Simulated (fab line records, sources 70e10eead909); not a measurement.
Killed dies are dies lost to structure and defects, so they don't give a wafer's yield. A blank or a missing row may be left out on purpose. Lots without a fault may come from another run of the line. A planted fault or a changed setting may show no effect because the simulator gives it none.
Chamber matching | flow nand_harc | NHARC_A_CHANNEL_HOLE_D1_DESCUM_15 on rie_diel-03: 3 sister chambers
The step chemistry O2, time 3 s. 14 wafers are shown with their chamber, then 5 later ones without.

WAFERS WITH THEIR CHAMBER
wafer  | chamber | drypump_motor_current_A (A) | oes_product_au (a.u.) | throttle_valve_pct (%)
L077.1 | 1       | 6.0                         | 0.987                 | 11.318
L077.3 | 2       | 5.2                         | 0.973                 | 11.304
L077.5 | 2       | 5.3                         | 0.972                 | 11.305
L079.1 | 1       | 6.0                         | 0.989                 | 11.313
L079.2 | 2       | 5.3                         | 0.986                 | 11.321
L079.6 | 1       | 6.0                         | 1.006                 | 11.283
L082.2 | 0       | 5.8                         | 1.018                 | 11.327
L082.3 | 1       | 6.0                         | 0.994                 | 11.300
L082.6 | 0       | 5.8                         | 1.015                 | 11.324
L086.1 | 2       | 5.3                         | 0.983                 | 11.297
L086.2 | 0       | 5.8                         | 1.010                 | 11.337
L086.6 | 2       | 5.2                         | 0.982                 | 11.325
L085.3 | 2       | 5.2                         | 0.987                 | 11.295
L085.4 | 1       | 6.0                         | 1.001                 | 11.301

SIGNATURES (means of the wafers above)
reading                 | chamber 0 | chamber 1 | chamber 2 | scatter within a chamber
drypump_motor_current_A | 5.800     | 6.000     | 5.250     | 0.0369
oes_product_au          | 1.01433   | 0.99540   | 0.98050   | 0.00674
throttle_valve_pct      | 11.32933  | 11.30300  | 11.30783  | 0.0121
Rule: a wafer's distance from a chamber is the root of the sum, over the readings, of the square of ((its reading less the chamber's mean) divided by the reading's scatter). The wafer belongs to the nearest chamber; if the next one is less than 2 further off, it can't be placed. The scatter: the root of (the sum of the squares of (reading less its chamber's mean) over the shown wafers, divided by (wafers less chambers)).

WAFERS WITHOUT THEIR CHAMBER
wafer  | drypump_motor_current_A (A) | oes_product_au (a.u.) | throttle_valve_pct (%)
L085.5 | 5.2                         | 0.980                 | 11.324
L092.3 | 5.3                         | 0.987                 | 11.303
L092.6 | 5.8                         | 1.024                 | 11.323
L092.2 | 5.8                         | 1.019                 | 11.314
L092.4 | 6.0                         | 0.985                 | 11.320

WHICH CHAMBER EACH WENT THROUGH
wafer  | from the rows above | in truth
L085.5 | 2                   | 2
L092.3 | 2                   | 2
L092.6 | 0                   | 0
L092.2 | 0                   | 0
L092.4 | 1                   | 1
Placed correctly: 5 of 5. Can't be placed from these rows: 0. Placed wrongly: 0.
